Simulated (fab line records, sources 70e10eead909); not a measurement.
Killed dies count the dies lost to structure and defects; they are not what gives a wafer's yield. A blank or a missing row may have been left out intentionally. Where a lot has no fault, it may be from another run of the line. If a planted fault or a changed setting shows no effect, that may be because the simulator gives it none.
Matching of chambers || flow nandHarc || NHARC_P_STI_ETCH_15 on rieSi-03: 4 sister chambers
The step etches the open film in HBr/Cl2, target depth 300 nm, time 100.1 s. 16 wafers are shown with their chamber, then 8 later ones without.

== WAFERS WITH THEIR CHAMBER ==
{"wafer": "L078.2", "chamber": 0, "drypumpMotorCurrentA (A)": 6.3, "oesProductAu (a.u.)": 1.000, "mfcCl2Sccm (sccm)": 50.16}
{"wafer": "L078.3", "chamber": 1, "drypumpMotorCurrentA (A)": 6.0, "oesProductAu (a.u.)": 0.998, "mfcCl2Sccm (sccm)": 49.94}
{"wafer": "L078.4", "chamber": 3, "drypumpMotorCurrentA (A)": 5.4, "oesProductAu (a.u.)": 1.027, "mfcCl2Sccm (sccm)": 49.74}
{"wafer": "L080.2", "chamber": 1, "drypumpMotorCurrentA (A)": 6.0, "oesProductAu (a.u.)": 1.003, "mfcCl2Sccm (sccm)": 50.09}
{"wafer": "L080.5", "chamber": 1, "drypumpMotorCurrentA (A)": 6.0, "oesProductAu (a.u.)": 0.998, "mfcCl2Sccm (sccm)": 49.82}
{"wafer": "L080.6", "chamber": 0, "drypumpMotorCurrentA (A)": 6.3, "oesProductAu (a.u.)": 0.997, "mfcCl2Sccm (sccm)": 49.77}
{"wafer": "L081.1", "chamber": 1, "drypumpMotorCurrentA (A)": 6.0, "oesProductAu (a.u.)": 1.000, "mfcCl2Sccm (sccm)": 49.91}
{"wafer": "L081.5", "chamber": 1, "drypumpMotorCurrentA (A)": 6.0, "oesProductAu (a.u.)": 1.001, "mfcCl2Sccm (sccm)": 49.76}
{"wafer": "L081.6", "chamber": 2, "drypumpMotorCurrentA (A)": 6.1, "oesProductAu (a.u.)": 0.993, "mfcCl2Sccm (sccm)": 50.36}
{"wafer": "L082.1", "chamber": 2, "drypumpMotorCurrentA (A)": 6.0, "oesProductAu (a.u.)": 0.991, "mfcCl2Sccm (sccm)": 50.15}
{"wafer": "L082.4", "chamber": 3, "drypumpMotorCurrentA (A)": 5.4, "oesProductAu (a.u.)": 1.015, "mfcCl2Sccm (sccm)": 49.87}
{"wafer": "L082.6", "chamber": 3, "drypumpMotorCurrentA (A)": 5.4, "oesProductAu (a.u.)": 1.011, "mfcCl2Sccm (sccm)": 49.81}
{"wafer": "L083.2", "chamber": 2, "drypumpMotorCurrentA (A)": 6.0, "oesProductAu (a.u.)": 0.992, "mfcCl2Sccm (sccm)": 50.06}
{"wafer": "L083.3", "chamber": 3, "drypumpMotorCurrentA (A)": 5.4, "oesProductAu (a.u.)": 1.015, "mfcCl2Sccm (sccm)": 50.14}
{"wafer": "L083.4", "chamber": 1, "drypumpMotorCurrentA (A)": 6.0, "oesProductAu (a.u.)": 0.994, "mfcCl2Sccm (sccm)": 49.83}
{"wafer": "L085.2", "chamber": 1, "drypumpMotorCurrentA (A)": 6.0, "oesProductAu (a.u.)": 0.994, "mfcCl2Sccm (sccm)": 50.19}

SIGNATURES (averages over the wafers above)
{"reading": "drypumpMotorCurrentA", "chamber 0": 6.300, "chamber 1": 6.000, "chamber 2": 6.033, "chamber 3": 5.400, "scatter within a chamber": 0.0236}
{"reading": "oesProductAu", "chamber 0": 0.99850, "chamber 1": 0.99829, "chamber 2": 0.99200, "chamber 3": 1.01700, "scatter within a chamber": 0.00428}
{"reading": "mfcCl2Sccm", "chamber 0": 49.9650, "chamber 1": 49.9343, "chamber 2": 50.1900, "chamber 3": 49.8900, "scatter within a chamber": 0.173}
Rule: distance of a wafer from a chamber = root of the sum over the readings of ((wafer's reading minus chamber's mean) / reading's scatter) squared. If the next closest chamber is less than 2 further off than the closest, the wafer can't be placed; otherwise it belongs to the closest. How the scatter is found: for the shown wafers, subtract from each reading the mean of its chamber, square and add these, divide the total by (wafers less chambers), then take the root.

== WAFERS WHOSE CHAMBER IS MISSING ==
{"wafer": "L085.4", "drypumpMotorCurrentA (A)": 5.4, "oesProductAu (a.u.)": 1.013, "mfcCl2Sccm (sccm)": 50.05}
{"wafer": "L085.5", "drypumpMotorCurrentA (A)": 5.4, "oesProductAu (a.u.)": 1.002, "mfcCl2Sccm (sccm)": 50.20}
{"wafer": "L086.1", "drypumpMotorCurrentA (A)": 6.3, "oesProductAu (a.u.)": 0.990, "mfcCl2Sccm (sccm)": 49.92}
{"wafer": "L086.5", "drypumpMotorCurrentA (A)": 6.1, "oesProductAu (a.u.)": 0.997, "mfcCl2Sccm (sccm)": 49.90}
{"wafer": "L086.6", "drypumpMotorCurrentA (A)": 6.0, "oesProductAu (a.u.)": 1.002, "mfcCl2Sccm (sccm)": 49.96}
{"wafer": "L097.2", "drypumpMotorCurrentA (A)": 5.4, "oesProductAu (a.u.)": 1.006, "mfcCl2Sccm (sccm)": 50.22}
{"wafer": "L097.4", "drypumpMotorCurrentA (A)": 6.3, "oesProductAu (a.u.)": 0.997, "mfcCl2Sccm (sccm)": 49.99}
{"wafer": "L097.5", "drypumpMotorCurrentA (A)": 6.0, "oesProductAu (a.u.)": 0.999, "mfcCl2Sccm (sccm)": 49.85}

== WHICH CHAMBER EACH WENT THROUGH ==
{"wafer": "L085.4", "from the rows above": 3, "in truth": 3}
{"wafer": "L085.5", "from the rows above": 3, "in truth": 3}
{"wafer": "L086.1", "from the rows above": 0, "in truth": 0}
{"wafer": "L086.5", "from the rows above": "can't be placed: 2 or 1", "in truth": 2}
{"wafer": "L086.6", "from the rows above": 1, "in truth": 1}
{"wafer": "L097.2", "from the rows above": 3, "in truth": 3}
{"wafer": "L097.4", "from the rows above": 0, "in truth": 0}
{"wafer": "L097.5", "from the rows above": 1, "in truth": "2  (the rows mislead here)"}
Correctly placed: 6 of 8. Cannot be placed on the basis of these rows: 1; the candidates contain the true chamber in 1. 1 placed wrongly.
